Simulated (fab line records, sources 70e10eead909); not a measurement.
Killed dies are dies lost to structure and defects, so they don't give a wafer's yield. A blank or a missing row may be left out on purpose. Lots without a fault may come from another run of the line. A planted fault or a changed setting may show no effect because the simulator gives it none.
Which tool did it? | flow nand_harc | 6 lots, 18 wafers sampled, at 5 steps of a route of 1302

WHAT THE GAUGES READ, wafer by wafer
NHARC_END_SORT_01.
lot  | measured     | on        | killed_at_array
L154 | day 24 18:31 | prober-01 | 37 36 35
L158 | day 27 01:40 | prober-02 | 33 46 33
L163 | day 28 07:35 | prober-01 | 51 39 67
L167 | day 30 01:56 | prober-02 | 28 31 40
L166 | day 30 11:25 | prober-01 | 112 86 127
L175 | day 33 12:10 | prober-01 | 38 53 47

WHICH TOOL RAN EACH LOT (tool, then ch and the chambers of the sampled wafers, then the start)
lot  | NHARC_A_STAIRCASE_ETCH_27          | NHARC_THIN_TSV_PVD_51                   | NHARC_THIN_TSV_CMP_21         | NHARC_THIN_TSV_DESCUM_35
L154 | rie_diel-10 ch 0,2, day 16 04:40   | pvd_sputter-01, day 24 05:20 or earlier | cmp-02 ch 0,1, day 24 05:20   | rie_diel-03 ch 0,1,2, day 24 07:10
L158 | rie_diel-04 ch 1,2,3, day 17 21:01 | pvd_sputter-03, day 26 12:56 or earlier | cmp-04 ch 0,1,2, day 26 12:56 | rie_diel-01 ch 0,1,3, day 26 14:34
L163 | rie_diel-04 ch 0,2, day 19 20:40   | pvd_sputter-03, day 27 20:56 or earlier | cmp-03 ch 0,1,3, day 27 20:56 | rie_diel-01 ch 0,1,3, day 27 22:41
L167 | rie_diel-10 ch 1,2,3, day 21 14:40 | pvd_sputter-01, day 29 16:26 or earlier | cmp-03 ch 2,3, day 29 16:26   | rie_diel-03 ch 0,2,3, day 29 18:05
L166 | rie_diel-10 ch 2,3, day 21 17:16   | pvd_sputter-01, day 29 22:30 or earlier | cmp-02 ch 0,3, day 29 22:30   | rie_diel-09 ch 0,3, day 30 00:16
L175 | rie_diel-04 ch 1,2,3, day 24 23:18 | pvd_sputter-03, day 32 23:59 or earlier | cmp-03 ch 0,1, day 32 23:59   | rie_diel-03 ch 0,3, day 33 01:45
- NHARC_A_STAIRCASE_ETCH_27: etches the open film in C4F8/O2, target depth 100 nm, time 40.5 s.
- NHARC_THIN_TSV_PVD_51: deposits Cu, target thk 100 nm.
- NHARC_THIN_TSV_CMP_21: polishes, t overpolish 30 s, target thk 2000 nm.
- NHARC_THIN_TSV_DESCUM_35: chemistry O2, time 3 s.

THE ANSWER, worked out from the rows above alone
Rule: what is usual is taken from the lots themselves. Put in order of their means at a reading, lots are off if they are a third of the lots or fewer, leave a main group of 4 or more, and stand apart from it by a gap of 3 or more times the standard deviation of the main group's means; of several such gaps the widest counts. A main group whose means are all the same, to the digits that the tables above print for the reading, isn't used. A lot without any number at a reading at which 4 lots or more have one is off too. The other lots that the step has rows for count as sound.
Off: L166, at NHARC_END_SORT_01 (killed_at_array). The main group: mean 41, standard deviation 7.2.
A tool fits if, at a process step before that reading, it ran every lot that is off, and no sound lot after the first of them. The gauges at NHARC_END_SORT_01 are tried like those tools. NHARC_THIN_TSV_PVD_51 gives no start for some lots, so the hours and the order of its lots are those of NHARC_THIN_TSV_CMP_21. Can't be told from this: 4 tools fit, rie_diel-10 at NHARC_A_STAIRCASE_ETCH_27, pvd_sputter-01 at NHARC_THIN_TSV_PVD_51, cmp-02 at NHARC_THIN_TSV_CMP_21, rie_diel-09 at NHARC_THIN_TSV_DESCUM_35.

WHAT THE SIMULATOR HAD PUT IN
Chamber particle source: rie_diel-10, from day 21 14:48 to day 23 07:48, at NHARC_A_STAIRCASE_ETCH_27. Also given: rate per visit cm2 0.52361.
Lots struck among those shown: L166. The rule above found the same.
